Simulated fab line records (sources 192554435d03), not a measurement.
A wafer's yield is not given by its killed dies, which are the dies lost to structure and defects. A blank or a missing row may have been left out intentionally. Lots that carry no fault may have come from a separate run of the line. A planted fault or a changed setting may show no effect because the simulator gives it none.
Split-lot experiment :: flow n5_finfet :: 39 wafers read across 7 lots, on a route 1938 steps long

## ON THE SPLIT
At N5_BEOL_M8_PECVD_70 (deposits SiO2 from TEOS/O2, target thk 20 nm, time 22.7 s), the setting time_s was moved away from the recipe's 22.7 s on 15 of the 39 wafers read, by -58.1% to +40.7%. This setting was run at the recipe's value on the other wafers.

## FROM THE SPLIT TO THE READING: what the file shows between them, 3 steps
- N5_BEOL_M8_HM_DEP_02: deposits TiN, target thk 20 nm
- N5_BEOL_M8_COAT_59: time 60 s, resist thk 100 nm
- N5_BEOL_M8_STRIP_80: strips in N2/H2, time 10 s

## THE READING
SiO2_of_BEOL_M8_PECVD_70.thk_nm (the simulator's own value, which no gauge read), in nm, at N5_BEOL_M8_HM_STRIP_39 (strips TiN in peroxide tin strip, target depth 25 nm, time 158 s). The file does not state a usual value for it. Across the 24 wafers here that went through the recipe, the average is 19.9 nm and the standard deviation 0.35 nm.

wafer: L074.1
tool, chamber at the split: pecvd-02, 2
time_s as run, s: 9.506
against the recipe: -58.1%
SiO2_of_BEOL_M8_PECVD_70.thk_nm, nm: 8.6
against lot-mates on the recipe: -11.3

wafer: L074.2
tool, chamber at the split: pecvd-02, 1
time_s as run, s: 9.506
against the recipe: -58.1%
SiO2_of_BEOL_M8_PECVD_70.thk_nm, nm: 7.8
against lot-mates on the recipe: -12.1

wafer: L074.3
tool, chamber at the split: pecvd-02, 0
time_s as run, s: 22.7
against the recipe: recipe
SiO2_of_BEOL_M8_PECVD_70.thk_nm, nm: 19.4
against lot-mates on the recipe: -

wafer: L074.4
tool, chamber at the split: pecvd-02, 2
time_s as run, s: 22.7
against the recipe: recipe
SiO2_of_BEOL_M8_PECVD_70.thk_nm, nm: 20
against lot-mates on the recipe: -

wafer: L074.5
tool, chamber at the split: pecvd-02, 0
time_s as run, s: 22.7
against the recipe: recipe
SiO2_of_BEOL_M8_PECVD_70.thk_nm, nm: 20.2
against lot-mates on the recipe: -

wafer: L074.6
tool, chamber at the split: pecvd-02, 1
time_s as run, s: 9.506
against the recipe: -58.1%
SiO2_of_BEOL_M8_PECVD_70.thk_nm, nm: 8.4
against lot-mates on the recipe: -11.5

wafer: L081.1
tool, chamber at the split: pecvd-03, 0
time_s as run, s: 17.56
against the recipe: -22.6%
SiO2_of_BEOL_M8_PECVD_70.thk_nm, nm: 15.4
against lot-mates on the recipe: -4.3

wafer: L081.2
tool, chamber at the split: pecvd-03, 2,1
time_s as run, s: 17.56
against the recipe: -22.6%
SiO2_of_BEOL_M8_PECVD_70.thk_nm, nm: 15.2
against lot-mates on the recipe: -4.5

wafer: L081.6
tool, chamber at the split: pecvd-03, 2,1
time_s as run, s: 17.56
against the recipe: -22.6%
SiO2_of_BEOL_M8_PECVD_70.thk_nm, nm: 15.2
against lot-mates on the recipe: -4.5

wafer: L081.3
tool, chamber at the split: pecvd-03, 1
time_s as run, s: 22.7
against the recipe: recipe
SiO2_of_BEOL_M8_PECVD_70.thk_nm, nm: 19.2
against lot-mates on the recipe: -

wafer: L081.4
tool, chamber at the split: pecvd-03, 0
time_s as run, s: 22.7
against the recipe: recipe
SiO2_of_BEOL_M8_PECVD_70.thk_nm, nm: 20
against lot-mates on the recipe: -

wafer: L081.5
tool, chamber at the split: pecvd-03, 2
time_s as run, s: 22.7
against the recipe: recipe
SiO2_of_BEOL_M8_PECVD_70.thk_nm, nm: 19.8
against lot-mates on the recipe: -

wafer: L079.2
tool, chamber at the split: pecvd-02, 2
time_s as run, s: 22.7
against the recipe: recipe
SiO2_of_BEOL_M8_PECVD_70.thk_nm, nm: 20
against lot-mates on the recipe: -

wafer: L079.3
tool, chamber at the split: pecvd-02, 1
time_s as run, s: 22.7
against the recipe: recipe
SiO2_of_BEOL_M8_PECVD_70.thk_nm, nm: 19.2
against lot-mates on the recipe: -

wafer: L079.5
tool, chamber at the split: pecvd-02, 2
time_s as run, s: 22.7
against the recipe: recipe
SiO2_of_BEOL_M8_PECVD_70.thk_nm, nm: 20.2
against lot-mates on the recipe: -

wafer: L082.1
tool, chamber at the split: pecvd-03, 2
time_s as run, s: 18.36
against the recipe: -19.1%
SiO2_of_BEOL_M8_PECVD_70.thk_nm, nm: 16.4
against lot-mates on the recipe: -3.5

wafer: L082.2
tool, chamber at the split: pecvd-03, 1
time_s as run, s: 22.7
against the recipe: recipe
SiO2_of_BEOL_M8_PECVD_70.thk_nm, nm: 19.6
against lot-mates on the recipe: -

wafer: L082.3
tool, chamber at the split: pecvd-03, 0
time_s as run, s: 18.36
against the recipe: -19.1%
SiO2_of_BEOL_M8_PECVD_70.thk_nm, nm: 16.6
against lot-mates on the recipe: -3.3

wafer: L082.4
tool, chamber at the split: pecvd-03, 1
time_s as run, s: 22.7
against the recipe: recipe
SiO2_of_BEOL_M8_PECVD_70.thk_nm, nm: 19.8
against lot-mates on the recipe: -

wafer: L082.5
tool, chamber at the split: pecvd-03, 2
time_s as run, s: 22.7
against the recipe: recipe
SiO2_of_BEOL_M8_PECVD_70.thk_nm, nm: 20.4
against lot-mates on the recipe: -

wafer: L082.6
tool, chamber at the split: pecvd-03, 0
time_s as run, s: 18.36
against the recipe: -19.1%
SiO2_of_BEOL_M8_PECVD_70.thk_nm, nm: 16.8
against lot-mates on the recipe: -3.1

wafer: L090.1
tool, chamber at the split: pecvd-01, 2
time_s as run, s: 29.49
against the recipe: +29.9%
SiO2_of_BEOL_M8_PECVD_70.thk_nm, nm: 25.4
against lot-mates on the recipe: +5.5

wafer: L090.2
tool, chamber at the split: pecvd-01, 1
time_s as run, s: 22.7
against the recipe: recipe
SiO2_of_BEOL_M8_PECVD_70.thk_nm, nm: 19.8
against lot-mates on the recipe: -

wafer: L090.3
tool, chamber at the split: pecvd-01, 0
time_s as run, s: 22.7
against the recipe: recipe
SiO2_of_BEOL_M8_PECVD_70.thk_nm, nm: 19.6
against lot-mates on the recipe: -

wafer: L090.4
tool, chamber at the split: pecvd-01, 0
time_s as run, s: 22.7
against the recipe: recipe
SiO2_of_BEOL_M8_PECVD_70.thk_nm, nm: 20.2
against lot-mates on the recipe: -

wafer: L090.5
tool, chamber at the split: pecvd-01, 2
time_s as run, s: 29.49
against the recipe: +29.9%
SiO2_of_BEOL_M8_PECVD_70.thk_nm, nm: 25.6
against lot-mates on the recipe: +5.7

wafer: L090.6
tool, chamber at the split: pecvd-01, 1
time_s as run, s: 29.49
against the recipe: +29.9%
SiO2_of_BEOL_M8_PECVD_70.thk_nm, nm: 25.8
against lot-mates on the recipe: +5.9

wafer: L092.1
tool, chamber at the split: pecvd-03, 2
time_s as run, s: 31.94
against the recipe: +40.7%
SiO2_of_BEOL_M8_PECVD_70.thk_nm, nm: 27.6
against lot-mates on the recipe: +7.5

wafer: L092.2
tool, chamber at the split: pecvd-03, 1
time_s as run, s: 31.94
against the recipe: +40.7%
SiO2_of_BEOL_M8_PECVD_70.thk_nm, nm: 27.6
against lot-mates on the recipe: +7.5

wafer: L092.3
tool, chamber at the split: pecvd-03, 0
time_s as run, s: 22.7
against the recipe: recipe
SiO2_of_BEOL_M8_PECVD_70.thk_nm, nm: 19.6
against lot-mates on the recipe: -

wafer: L092.4
tool, chamber at the split: pecvd-03, 0,2
time_s as run, s: 22.7
against the recipe: recipe
SiO2_of_BEOL_M8_PECVD_70.thk_nm, nm: 20.4
against lot-mates on the recipe: -

wafer: L092.5
tool, chamber at the split: pecvd-03, 0,2
time_s as run, s: 22.7
against the recipe: recipe
SiO2_of_BEOL_M8_PECVD_70.thk_nm, nm: 20.2
against lot-mates on the recipe: -

wafer: L092.6
tool, chamber at the split: pecvd-03, 1
time_s as run, s: 31.94
against the recipe: +40.7%
SiO2_of_BEOL_M8_PECVD_70.thk_nm, nm: 28
against lot-mates on the recipe: +7.9

wafer: L095.1
tool, chamber at the split: pecvd-02, 1
time_s as run, s: 22.7
against the recipe: recipe
SiO2_of_BEOL_M8_PECVD_70.thk_nm, nm: 19.6
against lot-mates on the recipe: -

wafer: L095.2
tool, chamber at the split: pecvd-02, 2,0,1,0
time_s as run, s: 22.7
against the recipe: recipe
SiO2_of_BEOL_M8_PECVD_70.thk_nm, nm: 20
against lot-mates on the recipe: -

wafer: L095.3
tool, chamber at the split: pecvd-02, 2,0,1,0
time_s as run, s: 22.7
against the recipe: recipe
SiO2_of_BEOL_M8_PECVD_70.thk_nm, nm: 20
against lot-mates on the recipe: -

wafer: L095.4
tool, chamber at the split: pecvd-02, 2,0,1,0
time_s as run, s: 22.7
against the recipe: recipe
SiO2_of_BEOL_M8_PECVD_70.thk_nm, nm: 20
against lot-mates on the recipe: -

wafer: L095.5
tool, chamber at the split: pecvd-02, 2
time_s as run, s: 22.7
against the recipe: recipe
SiO2_of_BEOL_M8_PECVD_70.thk_nm, nm: 20.4
against lot-mates on the recipe: -

wafer: L095.6
tool, chamber at the split: pecvd-02, 2,0,1,0
time_s as run, s: 22.7
against the recipe: recipe
SiO2_of_BEOL_M8_PECVD_70.thk_nm, nm: 20.2
against lot-mates on the recipe: -
If several chambers appear in one row, that row covers several wafers at once and the file leaves open which wafer was in which chamber.

THE FIT
A straight line over all 39 wafers: SiO2_of_BEOL_M8_PECVD_70.thk_nm changes by +0.196 nm for each +1% of time_s; r = +1.00; the points scatter about the line by 0.35 nm.
The same after taking each lot's own level away (the mean of its wafers on the recipe; 39 wafers): +0.194 nm for each +1%; r = +1.00; scatter 0.33 nm.
Per that fit: largest time_s move, reading shift of 11 nm.
The span of the lots' own levels, 19.67 to 20.07 nm, comes to 1.2 times the standard deviation stated above.
The two slopes agree, so the slope changes little with the lot-to-lot level.
Check: for one of the wafers moved furthest among these (-58.1%), held out of the fit, the line's prediction against its lot-mates is -11.3 nm. It came out at -11.3 nm against them.

## THE WHOLE CHAIN: every reading that the file lists as answering this split, in the file's order
step: N5_BEOL_M8_PECVD_70
what it does: deposits SiO2 from TEOS/O2, target thk 20 nm, time 22.7 s
reading: SiO2_of_BEOL_M8_PECVD_70.thk_nm (the simulator's own value, which no gauge read)
change (the file's fit): +0.195 nm for each +1% of the setting
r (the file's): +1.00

step: N5_BEOL_M8_HM_STRIP_39
what it does: strips TiN in peroxide tin strip, target depth 25 nm, time 158 s
reading: SiO2_of_BEOL_M8_PECVD_70.thk_nm (the simulator's own value, which no gauge read)
change (the file's fit): +0.194 nm for each +1% of the setting
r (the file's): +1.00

## THE FILE'S OWN FIT
SiO2_of_BEOL_M8_PECVD_70.thk_nm changes by +0.194 nm for each +1% of time_s, r = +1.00.
